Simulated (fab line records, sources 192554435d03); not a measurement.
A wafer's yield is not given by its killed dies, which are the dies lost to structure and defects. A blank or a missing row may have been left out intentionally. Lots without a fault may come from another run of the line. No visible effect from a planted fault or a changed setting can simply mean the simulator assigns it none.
fab line records	flow n5_finfet
record lots=9	wafers=27	last_day=17
route steps=1938 shown SD_EPI_N@281 BEOL_M4@1103 BEOL_M5@1116 PASSIVATION@1936
lots that met no fault: taken from a fault-free run of the same line
start_h: the number of hours between the record's first day and the start of the first shown wafer of the lot	wait_h: hours elapsed since this lot's preceding step	" unchanged from the row above	L1.1+2: one row covering several wafers at once	- no value, or no start was given	* or withheld: withheld	< > ~ a bound
route shown NAME@n: NAME is a module with steps in the file, n the number in the route of the first one	usual: mean/standard deviation of fault-free wafers	same: alike in all rows	chamber/n: place in a boat	sites: readings site by site	_std_site: the standard deviation of these	_edge_site: the outer-site mean with the inner-site mean subtracted	radius_mm: how far each site lies from the wafer's centre	mask NAME#n: copy n	behind: the most recent tool/chamber to have shaped the wafer	hold: cause of the lot's hold/its duration in hours/its outcome	device: which transistor (n, p or np) failed to switch	end of line: tests run on the same wafers once the route is complete	a step without rows: its recipe alone	killed: count of dies lost to structure and defects at first sort (not the wafer's yield)	map: shows each die of a wafer: x if killed, . if not, _ if none is there
set.NAME: the setting the step ran with; set.NAME@STEP: the setting that earlier step ran with	model.NAME: the simulator's own value behind a step, which no gauge read
a sample of lots followed through the steps of the route, with each step as a table and each wafer as a row
services: the hour from which a tool's chamber was out of use, counted from the record's first day as start_h (under 0 if before that day), plus the number of hours and why
## steps
# step N5_SD_EPI_N_SD_RECESS_17
# recipe chemistry=HBr/Cl2/O2	target_depth_a=410	mask_material=SOC	time_s=23.7	bt_time_s=3	pressure_mtorr=10	icp_w=800	bias_w=112	HBr_flow_sccm=150	Cl2_flow_sccm=80	O2_flow_sccm=12
# usual HBr_flow_sccm=150.0/0.44	drypump_motor_current_A=5.8/0.32	oes_product_au=1.006/0.018	rf_fwd_power_W=795.5/2.7	throttle_valve_pct=37.02/0.28
lot.wafer	tool	chamber	start_h	wait_h	HBr_flow_sccm	drypump_motor_current_A	oes_product_au	rf_fwd_power_W	rf_hours_counter_h	throttle_valve_pct
L541.3	rie_si-03	0	50.12	0.0	149.7	5.7	1.019	790.9	107	37.03
L541.4	"	2	"	"	150.4	5.0	1.018	795.5	94	37.09
L541.6	"	1	"	"	150.0	6.3	1.007	793.3	-	36.92
L542.1	rie_si-06	3	56.13	0.0	150.3	6.1	1.003	800.4	143	36.83
L542.2	"	0	"	"	150.2	5.8	1.013	799.2	13	36.90
L542.4	"	2	"	"	149.9	5.9	1.002	798.2	89	37.40
L545.1	rie_si-06	1	76.50	0.0	149.7	5.8	0.969	798.3	31	36.76
L545.3	"	3	"	"	150.6	6.2	1.014	794.3	144	36.84
L545.6	"	2	"	"	149.3	5.9	0.997	798.3	-	37.41
L551.1	rie_si-06	0	114.40	0.0	150.4	5.8	1.018	799.4	14	36.89
L551.4	"	2	"	"	149.3	5.9	0.996	797.8	90	37.41
L551.6	"	0	"	"	149.9	5.8	1.007	800.7	-	36.89
L552.2	rie_si-06	3	118.10	0.0	149.7	6.2	1.006	797.8	144	36.83
L552.3	"	0	"	"	150.6	5.8	1.017	795.7	14	36.91
L552.6	"	0	"	"	150.4	5.8	1.022	795.4	-	36.88
L553.2	rie_si-04	1	127.15	0.0	149.8	5.5	0.987	791.8	63	37.50
L553.5	"	3	"	"	149.7	6.0	1.031	793.7	-	36.64
L553.6	"	0	"	"	149.2	5.9	0.997	789.3	-	37.10
L557.2	rie_si-04	2	148.15	0.0	150.3	5.5	1.043	794.6	162	36.93
L557.3	"	3	"	"	150.4	6.0	1.038	800.7	10	36.63
L557.4	"	0	"	"	149.2	5.9	1.007	794.2	114	37.11
L559.3	rie_si-04	2	157.18	0.0	149.5	5.4	1.033	798.1	162	36.94
L559.5	"	0	"	"	149.7	5.9	1.002	793.3	-	37.11
L559.6	"	3	"	"	150.3	6.0	1.029	797.6	-	36.62
L560.1	rie_si-04	0	164.16	0.0	149.8	5.9	0.994	793.1	115	37.12
L560.3	"	2	"	"	149.8	5.5	1.020	793.1	163	36.93
L560.4	"	3	"	"	149.7	6.0	1.026	795.3	11	36.64
# step N5_BEOL_M4_CMP_52
# recipe stop_on=SiOC	t_overpolish_s=6.8	down_force_psi=1	platen_rpm=50	clearing_platen_down_force_psi=1.5	clearing_platen_rpm=50	post_cmp_clean=cu_alkaline	target_thk_nm=40	clearing_platen_pad_velocity_m_s=0.99484	pad_velocity_m_s=0.99484
# usual barrier_field_endpoint_s=24.8/0.61	motor_current_A=6.1/0.51	overpolish_run_s=6.799/0.0095	retaining_ring_pressure_frac=1.000/0.0048	time_to_endpoint_s=62.5/2.8
lot.wafer	tool	chamber	start_h	wait_h	barrier_field_endpoint_s	motor_current_A	overpolish_run_s	retaining_ring_pressure_frac	time_to_endpoint_s
L541.4	cmp-03	0	173.57	0.1	25.1	6.2	6.817	0.995	64.8
L541.3	"	1	"	"	24.8	7.0	6.789	1.002	67.0
L541.6	"	1	"	"	24.8	6.7	6.796	1.006	66.3
L542.2	cmp-01	0	194.41	0.2	24.2	6.4	6.800	1.001	59.9
L542.1	"	2	"	"	24.3	5.7	6.794	1.004	61.9
L542.4	"	3	"	"	24.9	6.5	6.795	1.004	60.7
L545.1	cmp-01	3	201.07	0.3	24.8	6.3	6.785	0.988	64.8
L545.3	"	1	"	"	24.9	5.4	6.796	0.997	64.3
L545.6	"	0	"	"	24.4	6.5	6.815	1.001	60.0
L551.4	cmp-01	1	234.64	0.1	24.6	5.3	6.801	0.993	61.9
L551.1	"	3	"	"	24.1	6.3	6.799	1.001	57.5
L551.6	"	1	"	"	25.0	5.4	6.807	0.995	64.2
L552.3	cmp-01	2	240.39	0.2	25.0	5.5	6.799	1.002	61.8
L552.2	"	3	"	"	25.7	6.5	6.791	1.004	66.0
L552.6	"	2	"	"	24.5	5.6	6.804	1.001	62.6
L553.2	cmp-03	2	252.86	0.3	25.5	5.3	6.801	0.999	68.8
L553.5	"	0	"	"	25.8	6.6	6.796	1.002	63.0
L553.6	"	1	"	"	25.6	6.9	6.802	1.002	62.7
L557.2	cmp-02	2	268.13	0.2	24.6	6.7	6.815	0.999	60.5
L557.4	"	3	"	"	25.0	6.2	6.785	0.995	59.7
L557.3	"	0	"	"	24.8	5.9	6.795	0.999	61.0
L560.1	cmp-02	1	292.97	0.3	25.0	6.3	6.799	0.996	58.7
L560.4	"	2	"	"	26.0	6.5	6.797	1.007	67.3
L560.3	"	3	"	"	25.1	6.3	6.803	1.003	64.3
L559.3	cmp-03	3	293.30	0.3	24.5	6.0	6.801	0.995	60.1
L559.5	"	0	"	"	24.7	6.7	6.790	0.998	62.3
L559.6	"	1	"	"	25.1	7.1	6.802	1.000	64.4
# step N5_BEOL_M4_DEP_57
# recipe material=SiCN	target_thk_a=80	temp_c=withheld	precursor=3MS/NH3	pressure_torr=3	rf_w=202	time_s=14
# usual rf_fwd_power_W=199.9/0.91	showerhead_plenum_p_Torr=3.667/0.012	throttle_valve_pct=9.0/0.64
lot.wafer	tool	chamber	start_h	wait_h	rf_fwd_power_W	showerhead_plenum_p_Torr	since_wet_clean_h	throttle_valve_pct
L541.3	pecvd-01	2	174.06	0.0	199.7	3.651	305	8.4
L541.4	"	1	"	"	202.0	3.669	-	8.6
L541.6	"	0	"	"	199.7	3.684	-	9.1
L542.1	pecvd-03	0	194.90	0.0	201.3	3.666	718	9.0
L542.2	"	1	"	"	199.2	3.649	1443	9.9
L542.4	"	1	"	"	199.3	3.655	-	9.8
L545.1	pecvd-01	1	201.57	0.0	200.6	3.679	1812	8.6
L545.3	"	1	"	"	200.1	3.684	-	8.7
L545.6	"	2	"	"	199.5	3.660	-	8.3
L551.1	pecvd-01	2	235.13	0.0	199.7	3.651	366	8.3
L551.4	"	0	"	"	200.6	3.668	-	9.3
L551.6	"	2	"	"	199.4	3.661	-	8.0
L552.2	pecvd-01	2	240.84	0.0	200.9	3.650	372	8.0
L552.3	"	0	"	"	201.1	3.676	1126	9.1
L552.6	"	2	"	"	201.1	3.659	-	8.3
L553.2	pecvd-04	2	253.69	0.0	199.4	3.648	204	8.4
L553.5	"	0	"	"	201.4	3.673	-	9.3
L553.6	"	1	"	"	198.9	3.667	-	10.1
L557.2	pecvd-04	0	268.62	0.0	202.3	3.677	973	9.3
L557.3	"	2	"	"	199.0	3.667	219	8.7
L557.4	"	1	"	"	199.4	3.681	-	10.3
L560.1	pecvd-04	1	293.46	0.0	198.2	3.673	1722	10.1
L560.3	"	2	"	"	201.0	3.661	243	8.5
L560.4	"	0	"	"	199.8	3.693	-	9.5
L559.3	pecvd-03	2	293.71	0.0	200.1	3.661	62	8.4
L559.5	"	0	"	"	200.1	3.649	-	8.9
L559.6	"	2	"	"	199.7	3.667	-	8.2
# step N5_BEOL_M4_RC_MEAS_101
# usual CJ_N=4.33/0.09	DIBL_N=35.8/1.5	DIBL_P=35.8/1.7	IOFF_N=0.151/0.022	IOFF_N_85C=3.0/0.35	IOFF_N_LIN=0.071/0.0083	IOFF_P=0.204/0.027	ION_N=673/8.6	ION_P=462/5.4	SS_N=71.4/0.54	SS_P=73.3/0.56	VT_N=250.5/2.6	VT_P=-251/3.1
lot.wafer	tool	chamber	start_h	wait_h	CJ_N	DIBL_N[mV/V]	DIBL_P[mV/V]	IOFF_N[nA/um]	IOFF_N_85C[nA/um]	IOFF_N_LIN[nA/um]	IOFF_P[nA/um]	ION_N[uA/um]	ION_P[uA/um]	SS_N[mV/dec]	SS_P[mV/dec]	VT_N[mV]	VT_P[mV]
L541.3	prober-01	0	174.78	0.6	4.42	38.2	37.5	0.189	3.6	0.085	0.202	675	452	71.7	74.4	250.0	-250
L541.4	"	0	"	"	4.43	35.8	35.9	0.159	3.1	0.075	0.170	684	457	71.4	73.3	247.6	-254
L541.6	"	0	"	"	4.42	35.6	35.2	0.153	3.0	0.073	0.171	670	454	71.3	73.4	249.0	-253
L542.1	prober-01	0	195.01	0.0	4.37	36.7	36.4	0.153	3.1	0.072	0.202	689	467	71.5	73.5	251.2	-252
L542.2	"	0	"	"	4.33	38.6	38.9	0.196	3.7	0.090	0.240	686	472	71.4	74.0	245.2	-247
L542.4	"	0	"	"	4.25	35.3	34.2	0.126	2.6	0.061	0.182	673	462	70.3	72.3	252.9	-250
L545.1	prober-01	0	201.71	0.0	4.30	35.7	35.7	0.134	2.7	0.066	0.195	666	460	70.8	73.8	251.8	-251
L545.3	"	0	"	"	4.34	37.4	38.1	0.174	3.4	0.081	0.230	678	464	72.0	73.9	247.8	-248
L545.6	"	0	"	"	4.20	36.9	38.1	0.166	3.2	0.079	0.226	674	465	71.2	73.9	247.5	-248
L551.1	prober-02	0	235.25	0.0	4.28	35.9	33.8	0.138	2.7	0.068	0.196	679	468	70.7	73.1	251.4	-251
L551.4	"	0	"	"	4.85	49.9	35.0	1.632	21.6	0.114	0.215	706	471	92.9	72.9	244.6	-247
L551.6	"	0	"	"	4.22	36.2	34.2	0.145	2.9	0.070	0.202	678	464	70.6	73.4	247.7	-249
L552.2	prober-02	0	241.11	0.2	4.97	62.8	37.6	6.366	68.7	0.152	0.189	701	456	121.8	73.7	245.3	-254
L552.3	"	0	"	"	5.02	49.5	35.6	1.853	24.4	0.101	0.160	694	459	98.1	73.6	250.2	-256
L552.6	"	0	"	"	4.46	35.2	35.7	0.128	2.6	0.062	0.156	653	455	70.8	73.2	255.9	-258
L553.2	prober-01	0	253.96	0.2	4.35	37.6	36.1	0.164	3.2	0.077	0.219	681	467	72.0	74.4	250.7	-251
L553.5	"	0	"	"	4.44	38.2	36.5	0.172	3.3	0.077	0.221	681	459	71.8	73.3	251.0	-250
L553.6	"	0	"	"	4.36	38.0	36.5	0.171	3.3	0.079	0.224	679	469	72.0	74.4	251.4	-250
L557.2	prober-02	0	268.90	0.2	4.38	35.3	35.3	0.163	3.1	0.077	0.191	676	464	70.1	73.3	248.6	-249
L557.3	"	0	"	"	4.46	35.0	34.6	0.152	3.0	0.072	0.175	676	460	71.7	72.3	249.7	-254
L557.4	"	0	"	"	4.39	35.6	35.6	0.161	3.1	0.074	0.190	665	454	72.0	72.9	249.3	-252
L560.1	prober-01	0	293.58	0.0	4.18	35.5	35.9	0.154	3.1	0.074	0.236	683	470	71.2	73.3	249.0	-248
L560.3	"	0	"	"	4.32	34.6	34.2	0.140	2.8	0.067	0.209	671	460	71.5	73.4	249.2	-248
L560.4	"	0	"	"	4.26	34.8	34.8	0.146	2.9	0.070	0.215	678	466	71.4	73.5	249.4	-249
L559.3	prober-02	0	294.14	0.3	4.24	34.0	35.5	0.165	3.1	0.075	0.218	681	469	71.8	73.3	251.1	-248
L559.5	"	0	"	"	4.16	33.1	34.0	0.133	2.6	0.064	0.186	673	463	71.9	73.2	253.3	-255
L559.6	"	0	"	"	4.22	32.6	32.9	0.132	2.6	0.062	0.181	668	462	71.5	72.8	251.0	-252
# step N5_BEOL_M5_HM_DEP_02
# recipe material=TiN	target_thk_a=200	temp_c=25	chamber_pressure_pa=0.49996
# usual throttle_valve_pct=29.9/0.96
lot.wafer	tool	chamber	start_h	wait_h	throttle_valve_pct
L541.3	pvd_sputter-01	-	176.91	0.9	30.2
L541.4	"	-	"	"	29.3
L541.6	"	-	"	"	30.0
L542.1	pvd_sputter-01	-	196.88	0.3	30.0
L542.2	"	-	"	"	29.3
L542.4	"	-	"	"	29.2
L545.1	pvd_sputter-03	-	204.10	0.8	29.3
L545.3	"	-	"	"	30.0
L545.6	"	-	"	"	31.0
L551.1	pvd_sputter-02	-	237.48	0.6	28.2
L551.4	"	-	"	"	32.7
L551.6	"	-	"	"	28.1
L552.2	pvd_sputter-01	-	243.24	0.7	29.9
L552.3	"	-	"	"	30.4
L552.6	"	-	"	"	29.9
L553.2	pvd_sputter-01	-	255.58	0.2	29.7
L553.5	"	-	"	"	30.1
L553.6	"	-	"	"	29.3
L557.2	pvd_sputter-01	-	270.82	0.5	30.1
L557.3	"	-	"	"	28.9
L557.4	"	-	"	"	29.5
L560.1	pvd_sputter-01	-	296.04	0.9	29.0
L560.3	"	-	"	"	30.2
L560.4	"	-	"	"	29.5
L559.3	pvd_sputter-01	-	296.14	0.7	28.9
L559.5	"	-	"	"	29.3
L559.6	"	-	"	"	30.0
# step N5_PASSIVATION_PROBE_49
# usual defect_limited_yield=91.3/1.4	killed_at_M0_to_M3=33/10	killed_at_M4_up=15/6.1	killed_at_contacts=12/6.7	killed_at_front_end=39/11	killed_at_other=4/3.3	killed_dies=103/16	killed_open=68/12	killed_short=34/7.2	sort_bin_4_leakage=0/0	sort_bin_5_function=5.1/0.88	sort_bin_6_memory=3.3/0.67	sort_n_pass=1077/16	sort_yield_pct=91.3/1.4
# same gross_dies=1180	killed_at_back_side=0	sort_bin_8_speed[%]=0
lot.wafer	tool	chamber	start_h	wait_h	defect_limited_yield[%]	killed_at_M0_to_M3	killed_at_M4_up	killed_at_contacts	killed_at_front_end	killed_at_other	killed_dies	killed_open	killed_short	sort_bin_4_leakage[%]	sort_bin_5_function[%]	sort_bin_6_memory[%]	sort_n_pass	sort_yield_pct[%]
L541.3	prober-01	-	281.82	0.1	91.8	24	7	9	53	4	97	63	33	0	4.8	3.0	1083	91.8
L541.4	prober-01	-	281.87	0.2	92.3	27	17	16	30	1	91	59	31	0	4.3	2.8	1089	92.3
L541.6	prober-01	-	281.97	0.3	94.1	9	6	11	40	4	70	44	25	0	3.1	2.6	1110	94.1
L542.1	prober-02	-	292.85	0.0	92.8	27	17	18	23	0	85	61	24	0	4.2	2.7	1095	92.8
L542.2	prober-02	-	292.90	0.1	92.4	22	18	6	43	1	90	53	37	0	4.9	2.5	1090	92.4
L542.4	prober-02	-	293.00	0.2	92.3	34	17	5	34	1	91	57	32	0	4.7	2.9	1089	92.3
L545.1	prober-01	-	310.05	0.0	91.5	26	14	7	45	8	100	60	39	0	5.3	2.9	1080	91.5
L545.3	prober-01	-	310.15	0.1	90.3	41	20	4	46	4	115	69	44	0	5.9	3.4	1065	90.3
L545.6	prober-01	-	310.30	0.3	90.8	34	4	7	60	3	108	75	33	0	5.3	3.2	1072	90.8
L551.1	prober-02	-	335.46	0.0	92.9	30	15	4	27	8	84	56	28	0	4.1	2.5	1096	92.9
L551.4	prober-02	-	335.61	0.2	91.8	35	15	9	34	4	97	58	39	91.78	4.8	3.3	0	0
L551.6	prober-02	-	335.71	0.3	93.1	41	10	2	25	4	82	50	30	0	4.3	2.2	1098	93.1
L552.2	prober-02	-	342.73	0.1	91.5	19	20	26	30	5	100	71	29	91.53	4.7	3.6	0	0
L552.3	prober-02	-	342.78	0.1	89.7	23	22	25	43	9	122	86	36	89.66	6.1	4.0	0	0
L552.6	prober-02	-	342.93	0.3	91.4	13	21	18	38	11	101	74	26	0	5.3	2.9	1079	91.4
L553.2	prober-02	-	347.64	0.1	90.3	18	16	12	58	10	114	82	29	0	5.3	3.5	1066	90.3
L553.5	prober-02	-	347.79	0.2	90.5	33	8	37	27	7	112	79	33	0	6.0	3.4	1068	90.5
L553.6	prober-02	-	347.84	0.3	89.1	43	10	37	34	5	129	83	45	0	6.7	4.0	1051	89.1
L557.2	prober-02	-	380.50	0.1	92.1	33	9	6	43	2	93	61	32	0	4.0	3.4	1087	92.1
L557.3	prober-02	-	380.55	0.1	91.9	37	12	9	37	0	95	64	31	0	4.7	3.1	1085	91.9
L557.4	prober-02	-	380.60	0.2	92.3	44	7	4	35	1	91	66	25	0	4.2	3.1	1089	92.3
L560.1	prober-01	-	391.18	0.1	90.4	26	15	25	42	5	113	81	32	0	5.4	3.9	1067	90.4
L560.3	prober-01	-	391.28	0.2	91.4	42	17	8	26	8	101	65	36	0	5.2	3.2	1079	91.4
L560.4	prober-01	-	391.33	0.3	91.9	28	8	17	39	3	95	68	27	0	5.2	2.6	1085	91.9
L559.3	prober-02	-	402.31	0.1	89.8	47	16	10	46	1	120	87	33	0	5.2	4.7	1060	89.8
L559.5	prober-02	-	402.41	0.2	87.8	54	17	17	45	11	144	90	54	0	6.7	5.0	1036	87.8
L559.6	prober-02	-	402.46	0.3	87.7	65	19	12	35	14	145	96	48	0	6.8	5.1	1035	87.7
# killed by level:class
L541.3 FIN_SAQP:geometric_particle:open=20 FIN_SAQP:geometric_particle:short=14 MOL_CONTACT_COAG:geometric_particle:open=6 BEOL_M3:geometric_particle:open=6 DUMMY_GATE:geometric_particle:open=5 BEOL_M0_SAQP:geometric_particle:open=4 BEOL_M1:geometric_particle:open=4 BEOL_M2:geometric_particle:open=4
L541.4 MOL_CONTACT_COAG:geometric_particle:open=16 FIN_SAQP:geometric_particle:short=7 BEOL_M3:geometric_particle:open=6 DUMMY_GATE:geometric_particle:open=5 BEOL_M1:geometric_particle:open=5 FIN_SAQP:geometric_particle:open=4 BEOL_M3:geometric_particle:short=4 STI_FIN_REVEAL:geometric_particle:open=3
L541.6 FIN_SAQP:geometric_particle:open=9 ILD0:geometric_particle:short=8 MOL_CONTACT_COAG:geometric_particle:open=8 FIN_SAQP:geometric_particle:short=7 STI_FIN_REVEAL:geometric_particle:open=4 DUMMY_GATE:geometric_particle:open=3 MOL_CONTACT_COAG:geometric_particle:short=3 BEOL_M0_SAQP:geometric_particle:open=3
L542.1 MOL_CONTACT_COAG:geometric_particle:open=13 BEOL_M4:geometric_particle:open=9 BEOL_M1:geometric_particle:open=8 BEOL_M2:geometric_particle:open=6 GATE_CUT:geometric_particle:short=5 MOL_CONTACT_COAG:geometric_particle:short=5 BEOL_M3:geometric_particle:open=5 GATE_CUT:geometric_particle:open=4
L542.2 BEOL_M3:geometric_particle:open=8 FIN_SAQP:geometric_particle:short=7 GATE_CUT:geometric_particle:short=7 DUMMY_GATE:geometric_particle:open=6 BEOL_M4:geometric_particle:open=6 GATE_CUT:geometric_particle:open=5 MOL_CONTACT_COAG:geometric_particle:open=5 BEOL_M0_SAQP:geometric_particle:short=5
L542.4 BEOL_M3:geometric_particle:open=12 DUMMY_GATE:geometric_particle:open=8 BEOL_M4:geometric_particle:open=8 GATE_CUT:geometric_particle:short=7 BEOL_M1:geometric_particle:open=6 BEOL_M0_SAQP:geometric_particle:short=4 BEOL_M0_SAQP:geometric_particle:open=4 BEOL_M4:geometric_particle:short=4
L545.1 FIN_SAQP:geometric_particle:short=11 FIN_SAQP:geometric_particle:open=9 STI_FIN_REVEAL:geometric_particle:open=8 BEOL_M0_SAQP:geometric_particle:short=7 MOL_CONTACT_COAG:geometric_particle:open=6 BEOL_M1:geometric_particle:open=6 ILD0:geometric_particle:short=5 BEOL_M3:geometric_particle:open=4
L545.3 FIN_SAQP:geometric_particle:open=16 BEOL_M0_SAQP:geometric_particle:short=12 BEOL_M0_SAQP:geometric_particle:open=10 FIN_SAQP:geometric_particle:short=9 GATE_CUT:geometric_particle:short=8 BEOL_M3:geometric_particle:open=7 BEOL_M1:geometric_particle:open=6 BEOL_M4:geometric_particle:open=5
L545.6 FIN_SAQP:geometric_particle:open=21 BEOL_M0_SAQP:geometric_particle:short=9 DUMMY_GATE:geometric_particle:open=8 GATE_CUT:geometric_particle:open=7 BEOL_M0_SAQP:geometric_particle:open=7 GATE_CUT:geometric_particle:short=6 BEOL_M1:geometric_particle:open=6 STI_FIN_REVEAL:geometric_particle:open=5
L551.1 BEOL_M1:geometric_particle:open=8 BEOL_M2:geometric_particle:open=8 GATE_CUT:geometric_particle:short=6 GATE_CUT:geometric_particle:open=4 BEOL_M0_SAQP:geometric_particle:open=4 BEOL_M5:geometric_particle:open=4 BEOL_M7:geometric_particle:open=4 MIM_TOP_ETCH:geometric_particle:open=4
L551.4 FIN_SAQP:geometric_particle:open=11 BEOL_M0_SAQP:geometric_particle:short=10 BEOL_M2:geometric_particle:open=8 BEOL_M4:geometric_particle:open=7 BEOL_M0_SAQP:geometric_particle:open=6 MOL_CONTACT_COAG:geometric_particle:short=5 FIN_SAQP:geometric_particle:short=4 GATE_CUT:geometric_particle:open=4
L551.6 BEOL_M3:geometric_particle:open=11 BEOL_M0_SAQP:geometric_particle:open=9 BEOL_M0_SAQP:geometric_particle:short=9 FIN_SAQP:geometric_particle:open=6 BEOL_M2:geometric_particle:open=4 FIN_SAQP:geometric_particle:short=3 GATE_CUT:geometric_particle:open=3 BEOL_M11:geometric_particle:open=3
L552.2 MOL_CONTACT_COAG:geometric_particle:open=18 GATE_CUT:geometric_particle:open=8 MOL_CONTACT_COAG:geometric_particle:short=8 GATE_CUT:geometric_particle:short=5 BEOL_M0_SAQP:geometric_particle:short=4 BEOL_M3:geometric_particle:open=4 BEOL_M4:geometric_particle:open=4 BEOL_M5:geometric_particle:open=4
L552.3 MOL_CONTACT_COAG:geometric_particle:open=21 FIN_SAQP:geometric_particle:open=16 BEOL_M4:geometric_particle:open=11 FIN_SAQP:geometric_particle:short=10 BEOL_M3:geometric_particle:open=6 BEOL_M0_SAQP:geometric_particle:open=5 BEOL_M2:geometric_particle:open=5 MOL_CONTACT_COAG:geometric_particle:short=4
L552.6 FIN_SAQP:geometric_particle:open=15 MOL_CONTACT_COAG:geometric_particle:open=14 BEOL_M4:geometric_particle:open=11 FIN_SAQP:geometric_particle:short=8 MIM_TOP_ETCH:geometric_particle:open=5 MOL_CONTACT_COAG:geometric_particle:short=4 BEOL_M3:geometric_particle:open=4 BEOL_M1:geometric_particle:open=3
L553.2 FIN_SAQP:geometric_particle:open=20 FIN_SAQP:geometric_particle:short=11 MOL_CONTACT_COAG:geometric_particle:open=9 BEOL_M2:geometric_particle:open=9 BEOL_M4:geometric_particle:open=6 BEOL_M5:geometric_particle:open=6 STI_FIN_REVEAL:geometric_particle:open=5 STARTING-WAFER:geometric_particle:open=4
L553.5 MOL_CONTACT_COAG:geometric_particle:open=25 MOL_CONTACT_COAG:geometric_particle:short=12 BEOL_M3:geometric_particle:open=10 STI_FIN_REVEAL:geometric_particle:open=6 FIN_SAQP:geometric_particle:open=5 BEOL_M2:geometric_particle:open=5 BEOL_M0_SAQP:geometric_particle:short=5 BEOL_M0:geometric_particle:open=5
L553.6 MOL_CONTACT_COAG:geometric_particle:open=28 BEOL_M0_SAQP:geometric_particle:short=13 BEOL_M2:geometric_particle:open=12 MOL_CONTACT_COAG:geometric_particle:short=9 FIN_SAQP:geometric_particle:open=8 BEOL_M0_SAQP:geometric_particle:open=8 BEOL_M4:geometric_particle:open=6 FIN_SAQP:geometric_particle:short=5
L557.2 BEOL_M0_SAQP:geometric_particle:open=12 STI_FIN_REVEAL:geometric_particle:open=10 BEOL_M2:geometric_particle:open=9 BEOL_M0_SAQP:geometric_particle:short=7 FIN_SAQP:geometric_particle:short=6 STI_FIN_REVEAL:geometric_particle:short=6 MOL_CONTACT_COAG:geometric_particle:open=6 GATE_CUT:geometric_particle:short=5
L557.3 BEOL_M0_SAQP:geometric_particle:short=11 BEOL_M0_SAQP:geometric_particle:open=10 STI_FIN_REVEAL:geometric_particle:open=8 MOL_CONTACT_COAG:geometric_particle:open=8 BEOL_M2:geometric_particle:open=8 FIN_SAQP:geometric_particle:short=7 BEOL_M8:geometric_particle:open=5 FIN_SAQP:geometric_particle:open=4
L557.4 STI_FIN_REVEAL:geometric_particle:open=16 BEOL_M0_SAQP:geometric_particle:open=15 BEOL_M0_SAQP:geometric_particle:short=12 BEOL_M2:geometric_particle:open=7 FIN_SAQP:geometric_particle:open=6 BEOL_M4:geometric_particle:open=4 DUMMY_GATE:geometric_particle:open=3 BEOL_M3:geometric_particle:open=3
L560.1 MOL_CONTACT_COAG:geometric_particle:open=21 BEOL_M0_SAQP:geometric_particle:open=11 FIN_SAQP:geometric_particle:open=8 STI_FIN_REVEAL:geometric_particle:open=8 GATE_CUT:geometric_particle:short=8 BEOL_M4:geometric_particle:open=8 GATE_CUT:geometric_particle:open=6 BEOL_M0_SAQP:geometric_particle:short=6
L560.3 BEOL_M0:geometric_particle:open=8 BEOL_M0_SAQP:geometric_particle:short=8 BEOL_M1:geometric_particle:open=6 FIN_SAQP:geometric_particle:short=5 FIN_SAQP:geometric_particle:open=5 MOL_CONTACT_COAG:geometric_particle:short=5 BEOL_M0_SAQP:geometric_particle:open=5 BEOL_M8:geometric_particle:open=4
L560.4 MOL_CONTACT_COAG:geometric_particle:open=15 FIN_SAQP:geometric_particle:open=7 BEOL_M0_SAQP:geometric_particle:open=6 DUMMY_GATE:geometric_particle:short=5 GATE_CUT:geometric_particle:short=5 BEOL_M1:geometric_particle:open=5 BEOL_M3:geometric_particle:open=5 FIN_SAQP:geometric_particle:short=4
L559.3 BEOL_M0_SAQP:geometric_particle:open=15 STI_FIN_REVEAL:geometric_particle:open=13 FIN_SAQP:geometric_particle:short=10 FIN_SAQP:geometric_particle:open=10 BEOL_M3:geometric_particle:open=10 BEOL_M0_SAQP:geometric_particle:short=9 MOL_CONTACT_COAG:geometric_particle:open=8 BEOL_M1:geometric_particle:open=8
L559.5 FIN_SAQP:geometric_particle:short=14 BEOL_M0_SAQP:geometric_particle:short=14 FIN_SAQP:geometric_particle:open=12 BEOL_M3:geometric_particle:open=12 MOL_CONTACT_COAG:geometric_particle:open=12 BEOL_M0_SAQP:geometric_particle:open=10 BEOL_M2:geometric_particle:open=9 MOL_CONTACT_COAG:geometric_particle:short=5
L559.6 BEOL_M0_SAQP:geometric_particle:short=19 BEOL_M0_SAQP:geometric_particle:open=19 BEOL_M3:geometric_particle:open=12 MOL_CONTACT_COAG:geometric_particle:open=11 FIN_SAQP:geometric_particle:open=10 STI_FIN_REVEAL:geometric_particle:open=8 BEOL_M4:geometric_particle:open=7 BEOL_M2:geometric_particle:open=6
## services
tool	chamber	start_h	hours	kind
cmp-01	-	30.24	3.1	repair
cmp-01	-	37.48	1.5	repair
pecvd-04	-	40.83	2.1	repair
pecvd-04	-	50.00	5.5	pm
pecvd-01	2	52.87	4.9	repair
cmp-01	-	57.30	4.0	pm
cmp-03	-	65.31	1.0	repair
pecvd-01	2	68.13	47.1	repair
pvd_sputter-01	-	79.21	2.8	repair
pecvd-04	-	84.63	2.7	repair
rie_si-06	-	99.55	0.6	repair
pecvd-01	0	104.45	10.6	repair
pecvd-01	-	111.11	0.8	repair
cmp-03	-	117.32	4.7	pm
cmp-01	-	136.68	6.1	pm
rie_si-04	2	150.20	4.2	repair
pecvd-04	-	163.38	1.0	repair
cmp-01	-	172.97	1.5	repair
rie_si-04	0	173.12	6.4	repair
rie_si-06	-	191.60	28.1	pm
cmp-03	-	207.00	12.5	pm
pecvd-04	0	220.09	11.4	repair
rie_si-04	3	245.36	6.6	repair
cmp-01	-	269.07	5.5	pm
## key
first_sign step=N5_BEOL_M4_RC_MEAS_101	reading=IOFF_N	direction=up	sigmas=99+	usual=0.151	struck=3.284
effect step=N5_BEOL_M4_RC_MEAS_101	reading=IOFF_N_85C	direction=up	sigmas=99+	usual=3.0	struck=38.2
effect step=N5_BEOL_M4_RC_MEAS_101	reading=SS_N	direction=up	sigmas=61	usual=71.4	struck=104.3
effect step=N5_BEOL_M4_RC_MEAS_101	reading=DIBL_N	direction=up	sigmas=13	usual=35.8	struck=54.1
effect step=N5_BEOL_M4_RC_MEAS_101	reading=CJ_N	direction=up	sigmas=6.9	usual=4.33	struck=4.95
effect step=N5_BEOL_M4_RC_MEAS_101	reading=IOFF_N_LIN	direction=up	sigmas=6.2	usual=0.071	struck=0.122
effect step=N5_BEOL_M4_RC_MEAS_101	reading=ION_N	direction=up	sigmas=3.2	usual=673	struck=700
effect step=N5_PASSIVATION_PROBE_49	reading=sort_bin_4_leakage	direction=up	sigmas=99+	usual=0	struck=90.99
met_at N5_SD_EPI_N_SD_RECESS_17
struck_lots L551,L552
struck_wafers L551.4,L552.2,L552.3
not_acting_at N5_BEOL_M4_CMP_52,N5_BEOL_M4_DEP_57,N5_BEOL_M5_HM_DEP_02
onset_between 76.50 114.40
fault kind=process_parameter_drift	tool=rie_si-06	chamber=-	onset_h=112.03	steps=N5_SD_EPI_N_SD_RECESS_17	channel=time_s	offset=*	shape=step	end_h=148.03	scope=struck_wafers_only	acts_in=*	stated=*
